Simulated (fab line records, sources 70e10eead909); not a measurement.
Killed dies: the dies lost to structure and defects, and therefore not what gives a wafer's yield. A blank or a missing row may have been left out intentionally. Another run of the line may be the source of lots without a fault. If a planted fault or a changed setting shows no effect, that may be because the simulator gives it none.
Which tool was responsible?	flow nandHarc	Sampling: 11 lots, 33 wafers, 5 of 1159 route steps

== WHAT EACH GAUGE READ, for each wafer ==
NHARC_END_SORT_01. Usual: killedAtArray 26, standard deviation 9.1; killedAtOther 0.7, standard deviation 0.9; killedAtPeriphery 3.6, standard deviation 2.8; killedDies 30, standard deviation 9.2; killedOpen 3.0, standard deviation 1.9; killedShort 2.0, standard deviation 1.4.
lot	measured	on	killedAtArray	killedAtOther	killedAtPeriphery	killedDies	killedOpen	killedShort	flag
L593	day 19 13:20	prober-01	22 24 33	1 0 0	1 5 5	24 29 38	2 6 2	2 4 4	
L596	day 19 21:07	prober-01	24 26 17	0 0 0	5 3 1	29 29 18	6 2 2	4 1 1	
L595	day 20 04:08	prober-01	28 31 22	0 1 0	2 5 2	30 37 24	2 9 2	1 4 0	
L597	day 20 07:07	prober-02	14 19 12	0 1 0	3 3 3	17 23 15	3 5 2	2 3 0	
L599	day 22 07:43	prober-02	23 21 23	1 3 5	2 1 6	26 25 34	4 3 3	3 0 2	
L602	day 21 11:52	prober-01	26 26 18	1 0 1	4 1 3	31 27 22	8 3 3	0 2 2	
L604	day 24 04:05	prober-01	18 13 20	0 1 0	0 4 5	18 18 25	3 1 4	1 2 2	
L612	day 24 18:15	prober-02	35 33 33	1 0 1	0 0 1	36 33 35	2 2 1	0 3 2	
L614	day 25 01:19	prober-02	19 19 22	1 0 1	9 9 13	29 28 36	5 3 2	1 0 2	
L611	day 25 01:31	prober-01	50 62 37	0 0 1	2 2 1	52 64 39	2 3 1	2 5 2	
L615	day 25 10:38	prober-02	44 24 27	1 0 0	3 6 0	48 30 27	4 2 3	5 4 0	

== EACH LOT AND THE TOOL THAT RAN IT (in order: tool; ch and the chambers of the sampled wafers; start) ==
lot	NHARC_A_SLIT_ETCH_15	NHARC_A_SLIT_ETCH_17	NHARC_A_SLIT_ETCH_29	NHARC_A_WL_FILL_CVD_23
L593	rieDiel-13 ch 0,1,2, day 14 16:16 or earlier	harEtch-01 ch 0,1, day 14 16:16	rieDiel-09 ch 0,2,3, day 14 18:07	lpcvdPoly-02 ch 0, day 15 23:07
L596	rieDiel-12 ch 2,3, day 15 00:46 or earlier	harEtch-01 ch 0,1, day 15 00:46	rieDiel-13 ch 0,3, day 15 02:37	lpcvdPoly-04 ch 0, day 16 04:58
L595	rieDiel-12 ch 1,2,3, day 15 01:40 or earlier	harEtch-02 ch 0,1, day 15 01:40	rieDiel-13 ch 0,1,2, day 15 03:31	lpcvdPoly-04 ch 0, day 16 04:58
L597	rieDiel-09 ch 0,3, day 15 14:17 or earlier	harEtch-01 ch 1, day 15 14:17	rieDiel-09 ch 0,1, day 15 16:08	lpcvdPoly-02 ch 0, day 16 20:26
L599	rieDiel-12 ch 1,2, day 16 08:05 or earlier	harEtch-01 ch 0,1, day 16 08:05	rieDiel-13 ch 0,2, day 16 10:12	lpcvdPoly-04 ch 0, day 18 18:11
L602	rieDiel-09 ch 0,1,2, day 16 09:03 or earlier	harEtch-02 ch 0,1, day 16 09:03	rieDiel-09 ch 1,2,3, day 16 10:32	lpcvdPoly-04 ch 0, day 17 12:11
L604	rieDiel-12 ch 0,3, day 18 02:19 or earlier	harEtch-01 ch 0,1, day 18 02:19	rieDiel-13 ch 0,2, day 18 04:26	lpcvdPoly-02 ch 0, day 20 14:03
L612	rieDiel-09 ch 0,2,3, day 19 11:37 or earlier	harEtch-01 ch 0,1, day 19 11:37	rieDiel-13 ch 2,3, day 19 13:44	lpcvdPoly-02 ch 0, day 20 17:28
L614	rieDiel-13 ch 2,3, day 19 13:17 or earlier	harEtch-01 ch 0,1, day 19 13:17	rieDiel-09 ch 0,1, day 19 15:22	lpcvdPoly-02 ch 0, day 20 20:36
L611	rieDiel-12 ch 1,2,3, day 19 14:08 or earlier	harEtch-02 ch 0,1, day 19 14:08	rieDiel-13 ch 2,3, day 19 16:01	lpcvdPoly-02 ch 0, day 20 20:36
L615	rieDiel-12 ch 0,2,3, day 20 07:04 or earlier	harEtch-02 ch 0,1, day 20 07:04	rieDiel-12 ch 1,2, day 20 08:40	lpcvdPoly-04 ch 0, day 21 10:07
- NHARC_A_SLIT_ETCH_15: etches the open film in O2/COS, target depth 3200 nm, time 832 s.
- NHARC_A_SLIT_ETCH_17: etches the open film in C4F8/O2/Ar, time 1687.5 s, target depth 10100 nm.
- NHARC_A_SLIT_ETCH_29: etches the open film in CF4/O2, target depth 100 nm, overetch 10 nm, time 55 s.
- NHARC_A_WL_FILL_CVD_23: deposits poly-Si, target thk 40 nm, time 800 s.

== AS READ BY THE TOOLS THEMSELVES (means over the sampled wafers that have a number; for cases with no such wafer, the mark the record gives instead) ==
NHARC_A_SLIT_ETCH_15. Usual: biasW 299.9 W, standard deviation 0.92; drypumpMotorCurrentA 5.80 A, standard deviation 0.27; oesProductAu 1.006 a.u., standard deviation 0.011; rfVppV 314.6 V, standard deviation 1.9; showerheadPlenumPTorr 3.15 Torr, standard deviation 0.12; throttleValvePct 28.330 %, standard deviation 0.0085.
lot	tool	biasW (W)	drypumpMotorCurrentA (A)	oesProductAu (a.u.)	rfVppV (V)	showerheadPlenumPTorr (Torr)	throttleValvePct (%)	flag
L593	rieDiel-13	299.3	5.61	1.006	314.6	3.16	28.334	
L596	rieDiel-12	299.7	5.96	1.010	315.0	3.15	28.343	
L595	rieDiel-12	300.6	5.99	1.011	313.7	3.10	28.328	
L597	rieDiel-09	299.2	5.63	1.008	312.5	3.02	28.329	
L599	rieDiel-12	300.0	6.21	0.996	312.9	3.00	28.335	
L602	rieDiel-09	299.8	5.77	1.005	315.1	3.14	28.332	
L604	rieDiel-12	298.6	5.57	1.013	317.3	3.31	28.338	
L612	rieDiel-09	300.0	5.81	1.004	315.0	3.12	28.330	
L614	rieDiel-13	299.8	5.81	0.993	315.0	3.14	28.333	
L611	rieDiel-12	300.8	5.99	1.008	314.5	3.10	28.331	
L615	rieDiel-12	299.9	5.77	1.019	316.2	3.23	28.334	

NHARC_A_SLIT_ETCH_17. Usual: drypumpMotorCurrentA 5.9 A, standard deviation 0.51; showerheadPlenumPTorr 3.71 Torr, standard deviation 0.12; throttleValvePct 32.046 %, standard deviation 0.0087.
lot	tool	drypumpMotorCurrentA (A)	showerheadPlenumPTorr (Torr)	throttleValvePct (%)	flag
L593	harEtch-01	5.8	3.77	32.049	
L596	harEtch-01	5.9	3.77	32.043	
L595	harEtch-02	5.7	3.72	32.043	
L597	harEtch-01	6.6	3.70	32.041	
L599	harEtch-01	6.2	3.73	32.048	
L602	harEtch-02	5.5	3.60	32.054	
L604	harEtch-01	6.2	3.72	32.048	
L612	harEtch-01	6.2	3.71	32.052	
L614	harEtch-01	5.8	3.74	32.041	
L611	harEtch-02	5.7	3.70	32.045	
L615	harEtch-02	5.7	3.70	32.047	

NHARC_A_SLIT_ETCH_29. Usual: biasW 100.0 W, standard deviation 0.31; drypumpMotorCurrentA 5.79 A, standard deviation 0.28; oes_o_777_au 1.000 a.u., standard deviation 0.0048; oesProductAu 1.003 a.u., standard deviation 0.012; rfVppV 197.9 V, standard deviation 1.4; showerheadPlenumPTorr 1.35 Torr, standard deviation 0.054; throttleValvePct 13.398 %, standard deviation 0.0096.
lot	tool	biasW (W)	drypumpMotorCurrentA (A)	oes_o_777_au (a.u.)	oesProductAu (a.u.)	rfVppV (V)	showerheadPlenumPTorr (Torr)	throttleValvePct (%)	flag
L593	rieDiel-09	100.0	5.80	1.006	1.001	197.5	1.34	13.408	
L596	rieDiel-13	100.1	5.89	0.999	1.009	197.9	1.35	13.390	
L595	rieDiel-13	100.2	5.60	1.000	1.010	198.5	1.35	13.385	
L597	rieDiel-09	100.1	5.67	1.000	0.989	197.9	1.35	13.402	
L599	rieDiel-13	100.2	5.67	1.000	1.002	198.3	1.37	13.398	
L602	rieDiel-09	100.0	5.87	1.001	0.994	199.0	1.38	13.398	
L604	rieDiel-13	99.8	5.53	1.000	0.994	199.4	1.37	13.391	
L612	rieDiel-13	100.2	5.61	0.998	0.992	197.6	1.36	13.394	
L614	rieDiel-09	99.9	5.59	1.003	0.999	197.7	1.30	13.406	
L611	rieDiel-13	99.8	5.59	1.000	1.000	198.8	1.36	13.392	
L615	rieDiel-12	100.1	6.19	1.002	0.999	196.6	1.28	13.397	

NHARC_A_WL_FILL_CVD_23. Usual: pressureMtorr 200.0 mTorr, standard deviation 0.32; spikeTcTopC 638.8 C, standard deviation 1.7.
lot	tool	pressureMtorr (mTorr)	spikeTcTopC (C)	flag
L593	lpcvdPoly-02	199.6	640.5	
L596	lpcvdPoly-04	200.0	635.9	
L595	lpcvdPoly-04	200.2	638.1	
L597	lpcvdPoly-02	199.7	639.8	
L599	lpcvdPoly-04	199.7	637.4	
L602	lpcvdPoly-04	200.1	637.0	
L604	lpcvdPoly-02	200.1	640.9	
L612	lpcvdPoly-02	199.7	640.5	
L614	lpcvdPoly-02	199.6	640.1	
L611	lpcvdPoly-02	200.3	639.8	
L615	lpcvdPoly-04	200.1	635.4	

== THE ANSWER, worked out from the rows above alone ==
Rule: a lot counts as off when the mean over its wafers that have a number is more than 3 standard deviations away from the usual mean. A lot without any number at a reading at which 4 lots or more have one is off too. Where the step has rows for the other lots, those lots are counted as sound. First the gauges in route order, then the tools' own readings, where a lot's mean is used as printed above. The first step at which some lot is off is used, and at that step the reading that is off furthest; a lot without a number counts as furthest.
Nothing can be told from this: no lot is off at any reading shown.

== WHAT WAS PUT IN BY THE SIMULATOR ==
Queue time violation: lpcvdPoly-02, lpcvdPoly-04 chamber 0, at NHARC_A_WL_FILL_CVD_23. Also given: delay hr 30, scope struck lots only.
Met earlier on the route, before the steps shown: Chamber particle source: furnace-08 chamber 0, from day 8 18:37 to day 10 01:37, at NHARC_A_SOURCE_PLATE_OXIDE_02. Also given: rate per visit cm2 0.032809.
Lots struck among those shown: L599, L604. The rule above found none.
